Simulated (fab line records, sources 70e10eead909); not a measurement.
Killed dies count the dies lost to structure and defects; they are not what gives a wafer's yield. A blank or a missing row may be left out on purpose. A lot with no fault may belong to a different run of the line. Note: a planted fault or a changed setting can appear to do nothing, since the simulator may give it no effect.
Chamber matching ; flow nand harc ; 3 sister chambers for NHARC_THIN_TSV_DEP_43 on pecvd-01
The step deposits SiO2, target thk 1328.5 nm. 6 wafers are shown with their chamber, then 8 later ones without.

== WAFERS, EACH WITH ITS CHAMBER ==
wafer;chamber;showerhead vpp V (V);throttle valve pct (%)
L252.5;2;1840;15.6
L255.4;1;1950;15.7
L253.1;0;1886;15.0
L253.2;2;1807;15.8
L253.4;0;1859;14.9
L256.1;1;1919;15.9

== WAFERS WITH NO CHAMBER GIVEN ==
wafer;showerhead vpp V (V);throttle valve pct (%)
L256.2;1801;15.8
L256.3;1880;14.8
L257.1;1928;16.0
L257.2;1891;14.8
L257.3;1824;15.9
L261.1;1846;15.9
L261.4;1846;15.9
L261.6;1881;14.7

== WHICH CHAMBER EACH ONE RAN IN ==
wafer;from the rows above;in truth
L256.2;2;2
L256.3;0;0
L257.1;1;1
L257.2;0;0
L257.3;2;2
L261.1;2;2
L261.4;2;2
L261.6;0;0
Placed correctly: 8 of 8. Left unplaced by these rows: 0. Wrongly placed: 0.
How it was worked out, from the rows above alone: a wafer's distance from a chamber is the root of the sum, over the readings, of the square of ((its reading less the chamber's mean) divided by the reading's scatter). If the next closest chamber is less than 2 further off than the closest, the wafer can't be placed; otherwise it belongs to the closest. For every chamber, the mean is computed from those of its wafers that are shown. The scatter: take each reading less its chamber's mean, square it, sum over the shown wafers, divide by the number of wafers less the number of chambers, and take the root.
